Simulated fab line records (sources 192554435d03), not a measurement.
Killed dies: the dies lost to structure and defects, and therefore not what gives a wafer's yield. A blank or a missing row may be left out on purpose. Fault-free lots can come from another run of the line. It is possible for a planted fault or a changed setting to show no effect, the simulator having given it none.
Which of the tools did it? | flow n5Finfet | 24 wafers from 8 lots sampled at 5 of the route's 1938 steps

## WHAT THE GAUGES SHOWED, per wafer
N5_BEOL_M0_SAQP_INSPECT_42: inspects for defects (brightfield).
lot  | measured     | on               | rawDefectCount
L821 | day 5 15:38  | defectInspect-01 | 347 264 327
L823 | day 6 06:53  | defectInspect-02 | 286 401 335
L829 | day 7 20:43  | defectInspect-02 | 348 414 567
L838 | day 9 23:33  | defectInspect-01 | 903 748 855
L840 | day 10 12:31 | defectInspect-02 | 918 817 911
L841 | day 10 15:14 | defectInspect-01 | 199 374 271
L842 | day 10 22:04 | defectInspect-02 | 397 288 409
L843 | day 11 04:28 | defectInspect-01 | 272 330 344

## WHAT TOOL EACH LOT RAN ON (gives the tool, then ch and the chambers of the sampled wafers, and finally the start)
lot  | N5_MOL_CONTACT_COAG_CMP_52    | N5_BEOL_M0_SAQP_HM_DEP_02   | N5_BEOL_M0_SAQP_PECVD_96        | N5_BEOL_M0_SAQP_DESCUM_19
L821 | cmp-03 ch 1,2,3, day 5 05:37  | pvdSputter-03, day 5 10:20  | pecvd-03 ch 0,1,2, day 5 10:29  | rieDiel-04 ch 0,1,3, day 5 11:16
L823 | cmp-04 ch 1,2,3, day 5 21:07  | pvdSputter-03, day 6 01:55  | pecvd-03 ch 0,1, day 6 02:04    | rieDiel-03 ch 1,3, day 6 02:41
L829 | cmp-03 ch 0,2,3, day 7 09:41  | pvdSputter-02, day 7 15:21  | pecvd-02 ch 1,2, day 7 15:30    | rieDiel-03 ch 0,2,3, day 7 16:16
L838 | cmp-02 ch 0,1, day 9 11:00    | pvdSputter-02, day 9 18:14  | pecvd-03 ch 0,1, day 9 18:25    | rieDiel-03 ch 1,2,3, day 9 19:07
L840 | cmp-04 ch 0,1,2, day 10 01:22 | pvdSputter-02, day 10 06:46 | pecvd-03 ch 1, day 10 07:02     | rieDiel-03 ch 0,1,2, day 10 08:02
L841 | cmp-03 ch 1,2,3, day 10 05:21 | pvdSputter-01, day 10 10:16 | pecvd-01 ch 0,2, day 10 10:25   | rieDiel-04 ch 0,3, day 10 11:17
L842 | cmp-04 ch 0,1,2, day 10 12:22 | pvdSputter-03, day 10 16:56 | pecvd-02 ch 0,1, day 10 17:05   | rieDiel-03 ch 1,2,3, day 10 17:50
L843 | cmp-04 ch 2,3, day 10 17:54   | pvdSputter-02, day 10 23:23 | pecvd-02 ch 0,1,2, day 10 23:34 | rieDiel-02 ch 1,2,3, day 11 00:17
- N5_MOL_CONTACT_COAG_CMP_52: polishes, stops on SiO2, t overpolish 1.5 s, target thk 66.5 nm.
- N5_BEOL_M0_SAQP_HM_DEP_02: deposits TiN, target thk 12 nm.
- N5_BEOL_M0_SAQP_PECVD_96: deposits a-Si from SiH4/He, target thk 45 nm, time 45.2 s.
- N5_BEOL_M0_SAQP_DESCUM_19: chemistry O2, time 7.9 s.

## THE ANSWER, worked out from the rows above alone
Rule: the lots themselves supply what counts as usual. Put in order of their means at a reading, lots are off if they are a third of the lots or fewer, leave a main group of 4 or more, and stand apart from it by a gap of 3 or more times the standard deviation of the main group's means; of several such gaps the widest counts. If all means in a main group match to the digits the tables above print for the reading, that group is not used. Also off: a lot with no number at a reading for which 4 or more lots have one. Any other lot the step has rows for is counted as sound.
Off at N5_BEOL_M0_SAQP_INSPECT_42 (rawDefectCount): L838, L840. For the main group the mean is 343 and the standard deviation 52.
If a tool, at a process step before that reading, ran all the lots that are off and no sound lot after the first of them, it fits. The gauges at N5_BEOL_M0_SAQP_INSPECT_42 are tried like those tools. One fits: pecvd-03 at N5_BEOL_M0_SAQP_PECVD_96. Its last sound lot is L823 (day 6 02:04), its first lot that is off L838 (day 9 18:25): a fault that began between those two fits.

## WHAT HAD BEEN PUT IN BY THE SIMULATOR
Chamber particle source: pecvd-03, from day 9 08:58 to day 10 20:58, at N5_BEOL_M0_SAQP_PECVD_96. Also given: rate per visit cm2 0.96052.
Shown lots that were struck: L838, L840. The rule given above showed the same thing.
